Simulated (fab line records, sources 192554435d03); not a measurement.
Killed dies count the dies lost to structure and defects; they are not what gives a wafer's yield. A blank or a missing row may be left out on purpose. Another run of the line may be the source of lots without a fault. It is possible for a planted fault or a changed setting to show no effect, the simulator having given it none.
Matching of chambers || flow n5 finfet || N5_BEOL_M0_SAQP_DESCUM_19 on rie diel-02 has 4 sister chambers
The step chemistry O2, time 7.9 s. 8 wafers are shown with their chamber, then 7 later ones without.

## WAFERS WITH THEIR CHAMBER
{"wafer": "L078.1", "chamber": 2, "drypump motor current A (A)": 6.0, "showerhead plenum p Torr (Torr)": 2.19}
{"wafer": "L078.4", "chamber": 1, "drypump motor current A (A)": 6.3, "showerhead plenum p Torr (Torr)": 2.14}
{"wafer": "L078.6", "chamber": 1, "drypump motor current A (A)": 6.3, "showerhead plenum p Torr (Torr)": 2.14}
{"wafer": "L081.2", "chamber": 2, "drypump motor current A (A)": 6.0, "showerhead plenum p Torr (Torr)": 2.19}
{"wafer": "L081.5", "chamber": 3, "drypump motor current A (A)": 5.8, "showerhead plenum p Torr (Torr)": 2.03}
{"wafer": "L081.6", "chamber": 0, "drypump motor current A (A)": 5.7, "showerhead plenum p Torr (Torr)": 2.07}
{"wafer": "L091.1", "chamber": 0, "drypump motor current A (A)": 5.6, "showerhead plenum p Torr (Torr)": 2.06}
{"wafer": "L091.3", "chamber": 3, "drypump motor current A (A)": 5.8, "showerhead plenum p Torr (Torr)": 2.02}

## WAFERS WITH NO CHAMBER GIVEN
{"wafer": "L091.6", "drypump motor current A (A)": 6.0, "showerhead plenum p Torr (Torr)": 2.18}
{"wafer": "L095.4", "drypump motor current A (A)": 6.0, "showerhead plenum p Torr (Torr)": 2.18}
{"wafer": "L095.5", "drypump motor current A (A)": 5.6, "showerhead plenum p Torr (Torr)": 2.06}
{"wafer": "L095.6", "drypump motor current A (A)": 5.8, "showerhead plenum p Torr (Torr)": 2.02}
{"wafer": "L097.1", "drypump motor current A (A)": 5.6, "showerhead plenum p Torr (Torr)": 2.05}
{"wafer": "L097.2", "drypump motor current A (A)": 6.0, "showerhead plenum p Torr (Torr)": 2.18}
{"wafer": "L097.5", "drypump motor current A (A)": 5.8, "showerhead plenum p Torr (Torr)": 2.02}

## EACH ONE'S CHAMBER
{"wafer": "L091.6", "from the rows above": 2, "in truth": 2}
{"wafer": "L095.4", "from the rows above": 2, "in truth": 2}
{"wafer": "L095.5", "from the rows above": 0, "in truth": 0}
{"wafer": "L095.6", "from the rows above": 3, "in truth": 3}
{"wafer": "L097.1", "from the rows above": 0, "in truth": 0}
{"wafer": "L097.2", "from the rows above": 2, "in truth": 2}
{"wafer": "L097.5", "from the rows above": 3, "in truth": 3}
Correct placement for 7 of the 7. Left unplaced by these rows: 0. Wrongly placed: 0.
How it was worked out, from the rows above alone: a wafer's distance from a chamber is the root of the sum, over the readings, of the square of ((its reading less the chamber's mean) divided by the reading's scatter). If the next closest chamber is less than 2 further off than the closest, the wafer can't be placed; otherwise it belongs to the closest. Each chamber's mean is taken over the wafers shown for it. The scatter: take each reading less its chamber's mean, square it, sum over the shown wafers, divide by the number of wafers less the number of chambers, and take the root.
